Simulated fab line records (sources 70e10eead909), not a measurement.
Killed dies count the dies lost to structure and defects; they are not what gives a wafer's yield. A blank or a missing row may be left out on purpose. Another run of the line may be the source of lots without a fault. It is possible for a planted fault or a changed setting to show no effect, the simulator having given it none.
fab line records	flow nand_harc
[record] lots = 24	wafers = 72	last_day = 24
route steps=1159 shown A_STAIRCASE@616 A_SGD_CUT@776 A_CONTACT@906
lots with no fault: from the same line, run without faults
start_h: hours from the record's first day to the start of the lot's first wafer shown	wait_h: hours from the lot's prior step to this one	" same as the row above	L1.1+2: several wafers, shown together as one row	- no value, or no start was given	* or withheld: withheld	< > ~ a bound
route shown NAME@n: names a module that has steps shown in the file, with the first one's number in the route	usual: average and standard deviation across the fault-free wafers	same: alike in all rows	chamber/n: place in a boat	sites: per-site readings	_std_site: how widely they spread, as a standard deviation	_edge_site: inner sites' mean taken away from outer sites' mean	radius_mm: how far each site lies from the wafer's centre	mask NAME#n: copy n	behind: the most recent tool/chamber to have shaped the wafer	hold: why the lot was held/for how many hours/how that ended	device: which transistor (n, p or np) failed to switch	end of line: the route-end tests of the same wafers	a step given without rows: its recipe and nothing more	killed: dies lost to structure and defects at the first sort, not the wafer's yield	map: dies across one wafer; x = killed, . = not, _ = none there
set.NAME: the setting that was run; set.NAME@STEP: the one run at that earlier step	model.NAME: the simulator's own value behind a step, which no gauge read
a sample of lots followed through the steps of the route, with each step as a table and each wafer as a row
services: from which hour (start_h, from the record's first day; less than 0 if before it) a tool's chamber was out of use, for how many hours, and why
[[steps]]
[step NHARC_A_STAIRCASE_TRIM_222]
[recipe] time_s = 211.2	o2_flow_sccm = 500	ar_flow_sccm = 0	bias_w = 0	chemistry = O2
[usual] drypump_motor_current_A = 5.74/0.27	oes_product_au = 1.000/0.011	rf_vpp_V = 57.6/0.95	showerhead_plenum_p_Torr = 3.44/0.13	throttle_valve_pct = 17.037/0.0087
lot.wafer	tool	chamber	start_h	wait_h	drypump_motor_current_A	oes_product_au	rf_hours_counter_h	rf_vpp_V	showerhead_plenum_p_Torr	throttle_valve_pct
L074.3	rie_diel-02	1	-	-	6.00	0.996	32	56.7	3.50	17.052
L074.1	"	3	"	"	5.68	1.023	33	58.0	3.57	17.031
L074.6	"	1	"	"	5.99	1.001	-	57.7	3.50	17.037
L076.4	rie_diel-05	1	-	-	5.71	1.004	29	57.2	3.61	17.036
L076.2	"	2	"	"	5.47	0.997	34	58.7	3.58	17.041
L076.5	"	1	"	"	5.71	1.008	-	59.0	3.61	17.035
L078.4	rie_diel-05	2	-	-	5.49	1.013	38	56.5	3.58	17.029
L078.1	"	1	"	"	5.71	1.007	34	58.5	3.61	17.034
L078.6	"	3	"	"	5.57	1.001	-	58.9	3.66	17.031
L077.2	rie_diel-11	3	-	-	5.40	1.000	19	57.5	3.67	17.025
L077.4	"	2	"	"	5.98	0.998	24	57.5	3.37	17.043
L077.6	"	0	"	"	6.15	1.005	-	58.5	3.38	17.034
L075.3	rie_diel-11	1	-	-	5.58	1.006	24	57.4	3.33	17.042
L075.5	"	3	"	"	5.40	1.000	-	57.5	3.67	17.030
L075.6	"	0	"	"	6.12	1.002	-	57.8	3.38	17.050
L080.1	rie_diel-02	1	-	-	6.02	1.006	41	57.4	3.49	17.047
L080.2	"	0	"	"	5.10	1.011	45	57.8	3.28	17.029
L080.6	"	2	"	"	5.87	1.020	-	56.7	3.33	17.038
L079.1	rie_diel-11	3	-	-	5.38	0.995	22	57.8	3.67	17.038
L079.4	"	1	"	"	5.62	0.983	24	57.2	3.33	17.043
L079.6	"	2	"	"	5.95	0.991	-	58.0	3.37	17.035
L081.2	rie_diel-11	2	-	-	5.95	1.001	33	57.3	3.37	17.034
L081.3	"	3	"	"	5.38	0.996	28	56.9	3.66	17.048
L081.4	"	1	"	"	5.64	0.992	30	56.6	3.33	17.044
L082.4	rie_diel-11	0	-	-	6.12	0.997	28	56.3	3.37	17.019
L082.3	"	3	"	"	5.41	0.996	29	57.9	3.66	17.033
L082.6	"	0	"	"	6.13	1.011	-	58.0	3.37	17.030
L083.1	rie_diel-11	3	-	-	5.39	0.991	31	58.4	3.66	17.030
L083.5	"	2	"	"	5.96	0.994	-	57.8	3.37	17.036
L083.6	"	3	"	"	5.38	0.993	-	59.3	3.66	17.038
L085.2	rie_diel-05	2	-	-	5.48	0.988	51	58.6	3.57	17.030
L085.4	"	0	"	"	5.62	0.985	-	55.7	3.39	17.034
L085.6	"	2	"	"	5.51	0.991	-	57.6	3.57	17.039
L084.1	rie_diel-11	1	-	-	5.63	0.984	35	55.2	3.32	17.044
L084.5	"	0	"	"	6.12	1.011	-	57.2	3.37	17.042
L084.6	"	1	"	"	5.64	0.989	-	57.0	3.32	17.036
L087.3	rie_diel-02	3	-	-	5.67	1.030	59	56.7	3.55	17.035
L087.4	"	0	"	"	5.09	1.019	60	56.9	3.27	17.033
L087.5	"	3	"	"	5.67	1.010	-	57.1	3.55	17.036
L086.1	rie_diel-11	1	-	-	5.60	0.996	45	59.2	3.32	17.042
L086.3	"	2	"	"	5.98	0.998	46	55.6	3.36	17.025
L086.2	"	0	"	"	6.15	1.011	42	58.6	3.37	17.030
L089.3	rie_diel-11	2	-	-	5.97	1.002	48	57.6	3.36	17.051
L089.4	"	1	"	"	5.60	0.991	-	58.4	3.32	17.032
L089.6	"	2	"	"	5.97	1.000	-	57.5	3.36	17.027
L088.1	rie_diel-11	2	-	-	5.98	0.997	48	57.5	3.36	17.036
L088.6	"	0	"	"	6.16	0.992	-	59.1	3.36	17.044
L088.4	"	1	"	"	5.58	0.984	-	55.8	3.32	17.037
L090.2	rie_diel-11	1	-	-	5.62	1.003	52	56.6	3.32	17.028
L090.5	"	0	"	"	6.11	1.015	-	56.8	3.36	17.049
L090.4	"	1	"	"	5.60	0.994	-	57.4	3.32	17.032
L091.3	rie_diel-11	2	-	-	5.98	0.997	53	57.6	3.36	17.047
L091.4	"	0	"	"	6.16	1.014	-	57.5	3.36	17.051
L091.5	"	1	"	"	5.62	0.999	-	57.1	3.32	17.035
L092.1	rie_diel-11	1	-	-	5.65	0.993	52	58.3	3.32	17.041
L092.4	"	2	"	"	5.97	0.996	-	56.5	3.36	17.022
L092.5	"	1	"	"	5.65	0.998	-	57.2	3.32	17.032
L093.2	rie_diel-05	3	-	-	5.55	1.008	2	57.9	3.64	17.033
L093.1	"	1	"	"	5.71	0.994	1	59.0	3.60	17.042
L093.5	"	0	"	"	5.61	0.995	-	57.1	3.38	17.050
L094.2	rie_diel-11	2	-	-	5.98	1.007	59	57.1	3.35	17.025
L094.1	"	3	"	"	5.38	1.006	41	56.5	3.66	17.030
L094.3	"	0	"	"	6.12	1.013	56	57.6	3.36	17.039
L095.2	rie_diel-05	1	-	-	5.71	0.991	3	56.8	3.59	17.041
L095.5	"	0	"	"	5.61	1.003	-	57.7	3.37	17.036
L095.6	"	1	"	"	5.71	0.981	-	58.4	3.59	17.045
L096.3	rie_diel-05	3	-	-	5.53	1.002	10	59.3	3.64	17.047
L096.1	"	0	"	"	5.62	1.006	10	57.0	3.37	17.035
L096.5	"	0	"	"	5.63	1.006	-	57.0	3.37	17.046
L097.1	rie_diel-05	0	-	-	5.61	0.997	14	57.2	3.37	17.029
L097.5	"	2	"	"	5.54	0.999	-	58.3	3.56	17.048
L097.6	"	0	"	"	5.60	1.007	-	56.9	3.37	17.050
[step NHARC_A_STAIRCASE_ALD_420]
[recipe] target_thk_a = 200	pulse_time_s = 6	ald_cycles = 200	temp_c = 300	material = SiO2
[usual] heater_power_w = 468/32	precursor_pulse_height_rel = 1.000/0.022
lot.wafer	tool	chamber	start_h	wait_h	heater_power_w	precursor_pulse_height_rel	since_wet_clean_h
L074.1	ald_hk-04	2	270.99	-	476	0.991	74
L074.3	"	3	"	"	426	1.001	74
L074.6	"	2	"	"	483	1.013	-
L076.2	ald_hk-04	2	280.68	-	494	0.980	84
L076.4	"	3	"	"	438	1.033	84
L076.5	"	1	"	"	474	1.017	-
L077.4	ald_hk-04	1	288.57	-	455	1.015	92
L077.2	"	3	"	"	437	1.009	92
L077.6	"	2	"	"	489	1.022	-
L078.4	ald_hk-01	3	288.73	-	475	0.981	48
L078.1	"	1	"	"	443	0.964	48
L078.6	"	2	"	"	520	1.007	-
L075.3	ald_hk-04	2	293.35	-	484	1.007	96
L075.6	"	0	"	"	429	0.970	-
L075.5	"	1	"	"	461	1.016	-
L079.1	ald_hk-04	2	295.74	-	487	0.985	99
L079.4	"	0	"	"	440	0.967	99
L079.6	"	3	"	"	439	0.983	-
L080.2	ald_hk-02	3	295.94	-	465	0.985	6
L080.1	"	1	"	"	462	0.990	7
L080.6	"	2	"	"	447	0.995	-
L082.4	ald_hk-04	3	317.73	-	450	0.971	121
L082.3	"	1	"	"	471	1.019	121
L082.6	"	3	"	"	438	1.014	-
L081.2	ald_hk-01	3	318.81	-	500	1.021	78
L081.3	"	0	"	"	463	1.039	78
L081.4	"	1	"	"	460	1.009	78
L083.1	ald_hk-01	1	324.44	-	447	1.011	83
L083.6	"	0	"	"	481	0.990	-
L083.5	"	1	"	"	451	1.014	-
L084.1	ald_hk-01	2	330.00	-	538	0.987	89
L084.5	"	2	"	"	515	1.036	-
L084.6	"	3	"	"	486	0.975	-
L085.2	ald_hk-02	3	330.01	-	465	1.027	40
L085.4	"	0	"	"	431	1.000	40
L085.6	"	0	"	"	432	1.033	-
L087.3	ald_hk-01	0	337.87	-	463	1.011	97
L087.4	"	1	"	"	437	1.034	97
L087.5	"	2	"	"	538	0.967	-
L086.1	ald_hk-02	2	354.97	-	435	1.027	65
L086.3	"	3	"	"	469	0.982	65
L086.2	"	0	"	"	424	1.017	66
L089.3	ald_hk-04	1	355.29	-	476	0.985	158
L089.4	"	2	"	"	484	1.008	158
L089.6	"	3	"	"	448	1.027	-
L088.4	ald_hk-02	2	356.07	-	441	0.973	66
L088.1	"	0	"	"	430	0.959	67
L088.6	"	2	"	"	448	1.019	-
L092.1	ald_hk-01	0	369.48	-	465	0.994	128
L092.4	"	1	"	"	454	0.996	128
L092.5	"	3	"	"	511	1.016	-
L090.4	ald_hk-01	0	370.27	-	455	0.991	129
L090.2	"	1	"	"	451	0.950	129
L090.5	"	0	"	"	464	0.983	-
L091.4	ald_hk-01	1	374.90	-	442	0.999	134
L091.3	"	2	"	"	535	0.986	134
L091.5	"	2	"	"	521	1.010	-
L094.2	ald_hk-02	0	381.96	-	430	1.017	92
L094.3	"	1	"	"	458	1.000	93
L094.1	"	2	"	"	448	1.015	93
L093.1	ald_hk-01	3	382.10	-	497	0.978	141
L093.2	"	1	"	"	451	0.948	141
L093.5	"	2	"	"	520	0.985	-
L095.2	ald_hk-04	1	385.11	-	483	1.001	8
L095.6	"	3	"	"	417	0.988	-
L095.5	"	0	"	"	437	0.980	-
L096.3	ald_hk-04	2	398.63	-	507	0.989	22
L096.1	"	0	"	"	451	0.989	22
L096.5	"	2	"	"	516	0.989	-
L097.1	ald_hk-04	1	415.15	-	476	1.019	38
L097.6	"	2	"	"	498	1.027	-
L097.5	"	3	"	"	407	1.032	-
[step NHARC_A_SGD_CUT_ETCHBACK_24]
[recipe] target_depth_a = 500	over_etch_frac = 0.3	time_s = 92.857	ion_energy_ev = 120	ch3f_flow_sccm = 50	o2_flow_sccm = 30	ar_flow_sccm = 200	rf_w = 500	bias_w = 100	chemistry = CH3F/O2
[usual] drypump_motor_current_A = 5.7/0.49	oes_product_au = 0.98/0.033	rf_vpp_V = 244.6/1.9	showerhead_plenum_p_Torr = 2.48/0.13	throttle_valve_pct = 20.663/0.009
[same] over_etch_frac = 0.3
lot.wafer	tool	chamber	start_h	wait_h	drypump_motor_current_A	oes_product_au	rf_hours_counter_h	rf_vpp_V	showerhead_plenum_p_Torr	throttle_valve_pct
L074.3	rie_diel-10	2	317.96	0.2	5.7	1.00	16	244.0	2.41	20.667
L074.1	"	3	"	"	6.0	1.00	18	246.8	2.62	20.664
L074.6	"	2	"	"	5.7	1.00	-	243.6	2.42	20.660
L077.2	rie_diel-09	2	332.65	0.2	6.0	0.97	5	246.1	2.63	20.668
L077.4	"	3	"	"	5.8	0.99	5	246.6	2.65	20.663
L077.6	"	1	"	"	6.0	1.00	-	245.0	2.57	20.662
L075.3	rie_diel-08	1	332.65	0.2	5.4	0.99	3	245.8	2.61	20.665
L075.5	"	3	"	"	5.6	0.99	-	243.1	2.32	20.659
L075.6	"	0	"	"	6.4	0.99	-	245.3	2.56	20.665
L078.1	rie_diel-10	1	332.66	0.2	4.9	0.92	19	243.1	2.48	20.668
L078.4	"	0	"	"	5.0	0.94	18	241.9	2.34	20.663
L078.6	"	1	"	"	4.9	0.93	-	244.0	2.48	20.643
L079.1	rie_diel-09	3	332.78	0.2	5.8	1.00	5	247.4	2.65	20.676
L079.4	"	2	"	"	6.0	0.97	5	247.1	2.63	20.669
L079.6	"	0	"	"	6.2	0.99	-	242.6	2.32	20.664
L076.4	rie_diel-10	1	332.80	0.2	4.9	0.96	19	244.6	2.48	20.680
L076.2	"	2	"	"	5.7	0.95	18	241.8	2.41	20.656
L076.5	"	0	"	"	5.0	0.96	-	242.4	2.34	20.649
L080.2	rie_diel-09	0	337.81	0.1	6.2	0.93	6	241.9	2.32	20.669
L080.1	"	3	"	"	5.8	0.93	6	247.1	2.64	20.669
L080.6	"	1	"	"	6.0	0.92	-	248.5	2.57	20.649
L081.3	rie_diel-09	1	365.53	0.1	6.0	0.92	7	245.8	2.57	20.672
L081.2	"	2	"	"	6.0	0.90	6	247.4	2.63	20.665
L081.4	"	0	"	"	6.3	0.94	7	243.2	2.32	20.671
L082.4	rie_diel-10	1	365.54	0.1	4.9	1.01	0	245.5	2.47	20.662
L082.3	"	2	"	"	5.7	1.00	0	246.0	2.41	20.658
L082.6	"	1	"	"	4.9	1.01	-	245.3	2.47	20.655
L085.4	rie_diel-08	0	375.74	0.1	6.5	1.01	6	243.9	2.56	20.671
L085.2	"	1	"	"	5.4	1.00	6	245.0	2.60	20.663
L085.6	"	0	"	"	6.5	0.99	-	244.5	2.56	20.659
L084.1	rie_diel-10	3	375.77	0.2	6.0	1.00	2	247.0	2.62	20.654
L084.6	"	0	"	"	5.0	1.00	-	241.9	2.34	20.664
L084.5	"	1	"	"	4.9	1.01	-	245.2	2.47	20.663
L083.1	rie_diel-09	2	375.79	0.2	6.0	0.92	7	247.4	2.63	20.663
L083.5	"	3	"	"	5.8	0.93	-	245.8	2.64	20.654
L083.6	"	0	"	"	6.2	0.94	-	242.7	2.32	20.682
L087.3	rie_diel-10	0	389.00	0.2	5.0	0.93	4	243.1	2.33	20.670
L087.4	"	0	"	"	5.0	0.93	-	241.3	2.33	20.675
L087.5	"	2	"	"	5.8	0.93	-	245.0	2.41	20.667
L086.1	rie_diel-09	3	406.52	0.1	5.7	1.00	9	246.6	2.64	20.661
L086.3	"	0	"	"	6.3	1.01	9	241.8	2.32	20.667
L086.2	"	1	"	"	6.0	1.00	9	246.2	2.57	20.636
L089.3	rie_diel-08	3	406.54	0.1	5.6	0.92	10	242.1	2.31	20.662
L089.4	"	0	"	"	6.4	0.94	9	246.5	2.55	20.670
L089.6	"	0	"	"	6.4	0.92	-	245.6	2.55	20.666
L088.4	rie_diel-10	0	406.70	0.2	5.0	1.00	6	242.7	2.33	20.663
L088.1	"	2	"	"	5.8	0.99	5	245.2	2.41	20.665
L088.6	"	3	"	"	6.0	0.99	-	247.4	2.62	20.667
L090.4	rie_diel-10	0	413.56	0.1	4.9	0.98	7	241.8	2.33	20.670
L090.2	"	3	"	"	6.0	0.97	6	245.5	2.62	20.649
L090.5	"	1	"	"	4.9	0.99	-	245.4	2.47	20.651
L092.4	rie_diel-08	3	413.58	0.1	5.6	0.99	11	241.8	2.31	20.667
L092.1	"	2	"	"	5.4	0.99	11	241.9	2.28	20.652
L092.5	"	0	"	"	6.5	0.99	-	244.3	2.55	20.666
L091.3	rie_diel-10	1	418.98	0.2	4.9	1.02	7	244.2	2.47	20.658
L091.4	"	3	"	"	6.0	1.00	7	246.5	2.62	20.660
L091.5	"	1	"	"	4.9	1.03	-	244.4	2.47	20.649
L094.1	rie_diel-09	3	424.25	0.1	5.8	1.00	11	246.0	2.64	20.638
L094.3	"	1	"	"	6.0	1.02	10	245.6	2.57	20.653
L094.2	"	2	"	"	6.0	0.97	9	247.0	2.63	20.660
L093.2	rie_diel-10	0	424.25	0.1	4.9	1.02	9	242.4	2.33	20.660
L093.1	"	2	"	"	5.8	1.00	7	242.9	2.41	20.657
L093.5	"	0	"	"	5.0	1.01	-	243.2	2.33	20.672
L095.2	rie_diel-08	1	424.26	0.1	5.4	1.00	12	246.0	2.60	20.652
L095.6	"	1	"	"	5.4	1.00	-	245.9	2.60	20.673
L095.5	"	2	"	"	5.4	0.99	-	242.3	2.28	20.666
L096.3	rie_diel-09	0	445.58	0.1	6.2	1.01	0	243.7	2.32	20.662
L096.1	"	3	"	"	5.8	1.01	1	246.6	2.64	20.662
L096.5	"	0	"	"	6.3	1.00	-	240.9	2.32	20.663
L097.1	rie_diel-09	3	457.55	0.2	5.8	1.00	1	246.7	2.64	20.660
L097.6	"	2	"	"	6.0	0.97	-	244.8	2.63	20.666
L097.5	"	3	"	"	5.7	1.00	-	245.4	2.64	20.655
[step NHARC_A_SGD_CUT_STRIP_28]
[recipe] time_s = 20	o2_flow_sccm = 500	ar_flow_sccm = 0	bias_w = 0	chemistry = O2
[usual] drypump_motor_current_A = 5.7/0.47	oes_product_au = 1.002/0.011	rf_vpp_V = 57.9/0.99	showerhead_plenum_p_Torr = 3.57/0.18	throttle_valve_pct = 17.038/0.0088
lot.wafer	tool	chamber	start_h	wait_h	drypump_motor_current_A	oes_product_au	rf_hours_counter_h	rf_vpp_V	showerhead_plenum_p_Torr	throttle_valve_pct
L074.1	rie_diel-10	2	-	-	5.8	1.013	16	58.5	3.47	17.038
L074.3	"	1	"	"	4.9	1.018	17	56.8	3.55	17.054
L074.6	"	3	"	"	6.0	0.997	-	58.3	3.76	17.032
L077.4	rie_diel-09	2	-	-	6.0	0.978	5	58.2	3.76	17.045
L077.2	"	3	"	"	5.7	1.002	5	58.5	3.79	17.054
L077.6	"	2	"	"	6.0	0.981	-	59.3	3.76	17.051
L075.3	rie_diel-08	2	-	-	5.4	0.990	3	58.2	3.29	17.039
L075.5	"	0	"	"	6.4	1.004	-	58.8	3.66	17.040
L075.6	"	1	"	"	5.4	0.998	-	59.6	3.73	17.023
L078.4	rie_diel-10	1	-	-	4.9	1.009	19	59.0	3.55	17.032
L078.1	"	2	"	"	5.8	1.001	18	58.7	3.47	17.053
L078.6	"	3	"	"	6.0	0.995	-	60.4	3.75	17.040
L076.4	rie_diel-10	3	-	-	6.0	1.007	20	57.7	3.75	17.026
L076.2	"	2	"	"	5.8	1.010	18	58.2	3.47	17.033
L076.5	"	3	"	"	6.1	1.007	-	58.1	3.75	17.048
L079.1	rie_diel-09	0	-	-	6.2	1.004	5	56.5	3.34	17.050
L079.4	"	1	"	"	6.0	1.001	6	59.4	3.68	17.045
L079.6	"	0	"	"	6.2	1.010	-	58.1	3.34	17.039
L080.1	rie_diel-09	0	-	-	6.3	1.003	6	56.1	3.34	17.029
L080.2	"	1	"	"	6.0	0.997	6	57.1	3.68	17.035
L080.6	"	3	"	"	5.8	1.004	-	57.9	3.79	17.039
L081.2	rie_diel-09	1	-	-	6.0	1.010	7	58.3	3.68	17.035
L081.3	"	2	"	"	6.0	0.982	6	58.0	3.76	17.023
L081.4	"	0	"	"	6.3	1.007	7	58.0	3.34	17.040
L082.4	rie_diel-10	3	-	-	6.0	0.997	1	57.7	3.75	17.057
L082.3	"	2	"	"	5.8	0.997	0	56.5	3.47	17.033
L082.6	"	0	"	"	5.0	1.003	-	58.1	3.36	17.036
L084.1	rie_diel-10	1	-	-	4.9	1.001	2	57.7	3.55	17.054
L084.5	"	2	"	"	5.8	1.006	-	56.8	3.46	17.057
L084.6	"	3	"	"	6.0	0.998	-	57.9	3.75	17.045
L085.2	rie_diel-08	2	-	-	5.4	0.988	6	56.0	3.28	17.020
L085.4	"	1	"	"	5.4	0.998	6	59.1	3.73	17.040
L085.6	"	2	"	"	5.4	0.995	-	56.8	3.28	17.046
L083.1	rie_diel-09	0	-	-	6.2	1.009	8	57.5	3.34	17.032
L083.5	"	0	"	"	6.2	1.004	-	58.4	3.34	17.034
L083.6	"	1	"	"	6.0	0.996	-	59.2	3.68	17.041
L087.3	rie_diel-10	0	389.15	0.1	5.0	1.004	4	57.0	3.36	17.047
L087.4	"	0	"	"	5.0	1.009	-	58.7	3.36	17.032
L087.5	"	2	"	"	5.7	0.998	-	57.9	3.46	17.038
L086.1	rie_diel-09	0	-	-	6.3	0.999	9	57.6	3.34	17.055
L086.2	"	1	"	"	6.0	1.009	9	58.0	3.68	17.038
L086.3	"	3	"	"	5.8	0.999	9	57.6	3.78	17.041
L089.3	rie_diel-08	0	-	-	6.5	0.994	9	58.5	3.66	17.046
L089.4	"	2	"	"	5.4	0.990	10	57.0	3.28	17.031
L089.6	"	3	"	"	5.6	0.998	-	55.6	3.33	17.027
L088.1	rie_diel-10	2	-	-	5.8	1.008	5	57.2	3.46	17.023
L088.4	"	0	"	"	5.0	1.007	6	57.3	3.35	17.032
L088.6	"	1	"	"	4.9	1.008	-	57.9	3.55	17.042
L090.4	rie_diel-10	0	-	-	5.0	1.018	7	58.6	3.35	17.046
L090.2	"	3	"	"	6.0	1.007	6	58.2	3.75	17.033
L090.5	"	1	"	"	4.9	1.013	-	58.4	3.55	17.025
L092.1	rie_diel-08	0	-	-	6.5	0.996	10	58.7	3.66	17.038
L092.4	"	3	"	"	5.6	0.987	11	56.4	3.33	17.044
L092.5	"	0	"	"	6.5	0.991	-	57.1	3.66	17.034
L091.3	rie_diel-10	3	-	-	6.1	1.000	7	58.9	3.75	17.030
L091.4	"	2	"	"	5.7	0.989	7	59.3	3.46	17.038
L091.5	"	3	"	"	6.0	1.008	-	59.5	3.75	17.043
L093.2	rie_diel-10	0	-	-	4.9	1.012	9	57.6	3.35	17.039
L093.1	"	3	"	"	6.0	1.010	8	58.6	3.75	17.031
L093.5	"	0	"	"	5.0	1.015	-	56.9	3.35	17.042
L094.2	rie_diel-09	1	-	-	6.0	1.005	10	59.0	3.68	17.042
L094.1	"	2	"	"	6.0	0.977	9	58.3	3.76	17.028
L094.3	"	3	"	"	5.8	1.011	11	58.4	3.78	17.033
L095.2	rie_diel-08	0	-	-	6.5	1.001	11	55.6	3.66	17.038
L095.6	"	3	"	"	5.6	0.992	-	56.3	3.33	17.030
L095.5	"	0	"	"	6.5	1.000	-	58.0	3.66	17.042
L096.1	rie_diel-09	1	-	-	6.0	1.019	1	58.5	3.68	17.040
L096.3	"	2	"	"	6.0	0.966	1	59.9	3.76	17.019
L096.5	"	3	"	"	5.8	1.009	-	56.0	3.78	17.029
L097.1	rie_diel-09	1	-	-	6.0	1.012	1	58.4	3.68	17.040
L097.6	"	1	"	"	6.0	1.013	-	57.6	3.68	17.050
L097.5	"	2	"	"	6.0	0.961	-	59.8	3.76	17.033
[step NHARC_A_CONTACT_ETCH_126]
[recipe] source_w = withheld	pressure_mtorr = 20	bias_v = 1200	time_s = 155	target_depth_a = 9560	ar_flow_sccm = withheld	c4f8_flow_sccm = withheld	o2_flow_sccm = withheld	chemistry = C4F8/O2/Ar
lot.wafer	tool	chamber	start_h	wait_h	rf_hours_counter_h
L074.1	har_cap_etch-02	0	376.67	0.1	8
L074.3	"	0	"	"	-
L074.6	"	0	"	"	-
L078.1	har_cap_etch-01	0	387.97	0.1	54
L078.4	"	1	"	"	-
L078.6	"	0	"	"	-
L075.3	har_cap_etch-03	1	388.48	0.1	-
L075.6	"	1	"	"	-
L075.5	"	0	"	"	-
L076.2	har_cap_etch-03	0	393.27	0.1	90
L076.4	"	0	"	"	-
L076.5	"	1	"	"	-
L080.1	har_cap_etch-02	0	393.72	0.1	12
L080.2	"	1	"	"	12
L080.6	"	0	"	"	-
L079.1	har_cap_etch-02	1	397.92	0.1	14
L079.4	"	1	"	"	-
L079.6	"	1	"	"	-
L077.2	har_cap_etch-01	0	399.24	0.1	57
L077.4	"	0	"	"	-
L077.6	"	1	"	"	-
L081.2	har_cap_etch-03	0	424.88	0.1	93
L081.4	"	0	"	"	-
L081.3	"	1	"	"	-
L082.4	har_cap_etch-02	0	425.28	0.1	-
L082.3	"	1	"	"	-
L082.6	"	0	"	"	-
L083.1	har_cap_etch-02	1	434.68	0.1	19
L083.5	"	0	"	"	-
L083.6	"	1	"	"	-
L085.2	har_cap_etch-01	1	438.24	0.1	63
L085.4	"	0	"	"	-
L085.6	"	0	"	"	-
L084.1	har_cap_etch-03	0	440.51	0.1	97
L084.6	"	0	"	"	-
L084.5	"	1	"	"	-
L087.3	har_cap_etch-01	0	449.23	0.1	-
L087.4	"	1	"	"	-
L087.5	"	0	"	"	-
L088.1	har_cap_etch-03	1	465.48	0.1	100
L088.4	"	1	"	"	-
L088.6	"	0	"	"	-
L086.1	har_cap_etch-02	0	469.83	0.1	24
L086.2	"	1	"	"	24
L086.3	"	0	"	"	-
L089.4	har_cap_etch-03	0	471.71	0.1	-
L089.3	"	1	"	"	-
L089.6	"	0	"	"	-
L090.2	har_cap_etch-02	1	477.74	0.1	26
L090.4	"	0	"	"	-
L090.5	"	0	"	"	-
L092.1	har_cap_etch-02	1	483.53	0.1	27
L092.4	"	1	"	"	-
L092.5	"	0	"	"	-
L095.2	har_cap_etch-01	0	485.02	0.1	72
L095.5	"	0	"	"	-
L095.6	"	1	"	"	-
L091.3	har_cap_etch-03	0	490.72	0.1	-
L091.4	"	1	"	"	-
L091.5	"	0	"	"	-
L094.2	har_cap_etch-01	1	493.39	0.1	73
L094.1	"	0	"	"	73
L094.3	"	0	"	"	-
L093.1	har_cap_etch-01	0	498.05	0.1	75
L093.2	"	1	"	"	75
L093.5	"	1	"	"	-
L096.1	har_cap_etch-02	1	510.65	0.1	33
L096.3	"	1	"	"	-
L096.5	"	0	"	"	-
L097.1	har_cap_etch-03	1	517.38	0.1	110
L097.5	"	0	"	"	-
L097.6	"	1	"	"	-
[step NHARC_A_CONTACT_CD_MEAS_08]
[recipe] target_cd_nm = 100	landing_energy_ev = 500
[usual] cd_nm = 100.2/0.49
lot.wafer	tool	chamber	start_h	wait_h	cd_nm
L074.1	cd_sem-01	0	381.71	-	99.8
L074.3	"	0	"	"	100.0
L074.6	"	0	"	"	100.6
L078.1	cd_sem-01	0	392.75	-	100.4
L078.4	"	0	"	"	100.0
L078.6	"	0	"	"	99.4
L075.3	cd_sem-01	0	393.29	-	99.1
L075.5	"	0	"	"	100.2
L075.6	"	0	"	"	99.4
L076.2	cd_sem-02	0	398.99	-	100.4
L076.4	"	0	"	"	100.1
L076.5	"	0	"	"	100.1
L080.1	cd_sem-01	0	399.30	-	99.8
L080.2	"	0	"	"	100.5
L080.6	"	0	"	"	99.2
L079.1	cd_sem-02	0	402.59	-	100.0
L079.4	"	0	"	"	100.5
L079.6	"	0	"	"	100.3
L077.2	cd_sem-01	0	404.00	-	100.3
L077.4	"	0	"	"	100.2
L077.6	"	0	"	"	100.6
L081.2	cd_sem-02	0	430.59	-	101.0
L081.3	"	0	"	"	99.2
L081.4	"	0	"	"	99.8
L082.3	cd_sem-01	0	430.79	-	100.8
L082.4	"	0	"	"	100.7
L082.6	"	0	"	"	100.9
L083.1	cd_sem-01	0	439.63	-	100.4
L083.5	"	0	"	"	100.5
L083.6	"	0	"	"	100.6
L085.2	cd_sem-01	0	442.96	-	100.2
L085.4	"	0	"	"	100.7
L085.6	"	0	"	"	100.7
L084.1	cd_sem-01	0	445.54	-	100.5
L084.5	"	0	"	"	100.5
L084.6	"	0	"	"	100.0
L087.3	cd_sem-03	0	453.92	-	100.4
L087.4	"	0	"	"	101.0
L087.5	"	0	"	"	100.2
L088.1	cd_sem-02	0	471.13	-	100.3
L088.4	"	0	"	"	99.6
L088.6	"	0	"	"	99.8
L086.1	cd_sem-02	0	475.04	-	99.4
L086.2	"	0	"	"	99.2
L086.3	"	0	"	"	99.8
L089.3	cd_sem-02	0	476.81	-	100.6
L089.4	"	0	"	"	100.6
L089.6	"	0	"	"	99.7
L090.2	cd_sem-02	0	483.70	-	100.8
L090.4	"	0	"	"	101.0
L090.5	"	0	"	"	100.8
L092.1	cd_sem-01	0	493.06	-	100.4
L092.4	"	0	"	"	100.3
L092.5	"	0	"	"	100.9
L095.2	cd_sem-03	0	493.96	-	100.7
L095.5	"	0	"	"	100.4
L095.6	"	0	"	"	100.5
L091.3	cd_sem-03	0	496.19	-	99.2
L091.4	"	0	"	"	99.9
L091.5	"	0	"	"	99.8
L094.1	cd_sem-02	0	499.15	-	100.3
L094.2	"	0	"	"	99.9
L094.3	"	0	"	"	99.7
L093.1	cd_sem-02	0	502.92	-	100.2
L093.2	"	0	"	"	100.0
L093.5	"	0	"	"	99.8
L096.1	cd_sem-02	0	519.10	-	99.7
L096.3	"	0	"	"	99.8
L096.5	"	0	"	"	99.6
L097.1	cd_sem-03	0	525.78	-	100.1
L097.5	"	0	"	"	100.6
L097.6	"	0	"	"	99.9
[[services]]
tool	chamber	start_h	hours	kind
rie_diel-08	3	226.48	5.6	repair
rie_diel-11	3	230.67	8.3	repair
rie_diel-11	0	231.29	6.4	repair
rie_diel-10	2	236.64	15.1	repair
rie_diel-09	-	254.24	9.0	pm
rie_diel-09	2	265.67	9.3	repair
rie_diel-11	3	278.25	3.4	repair
rie_diel-08	-	301.80	9.0	pm
rie_diel-11	3	319.62	27.1	repair
rie_diel-11	2	319.79	1.4	repair
rie_diel-09	2	321.92	1.5	repair
rie_diel-10	0	335.52	4.1	repair
rie_diel-10	-	353.50	9.0	pm
rie_diel-11	-	367.18	9.0	pm
rie_diel-09	3	371.55	1.4	repair
rie_diel-10	1	388.27	5.3	repair
rie_diel-09	-	395.36	0.7	repair
rie_diel-11	1	427.98	3.9	repair
rie_diel-09	-	431.36	9.0	pm
rie_diel-11	0	458.10	3.9	repair
rie_diel-10	1	459.71	2.5	repair
rie_diel-09	0	460.45	2.6	repair
rie_diel-11	-	479.81	0.3	repair
rie_diel-10	3	510.96	4.1	repair
[[key]]
fault none
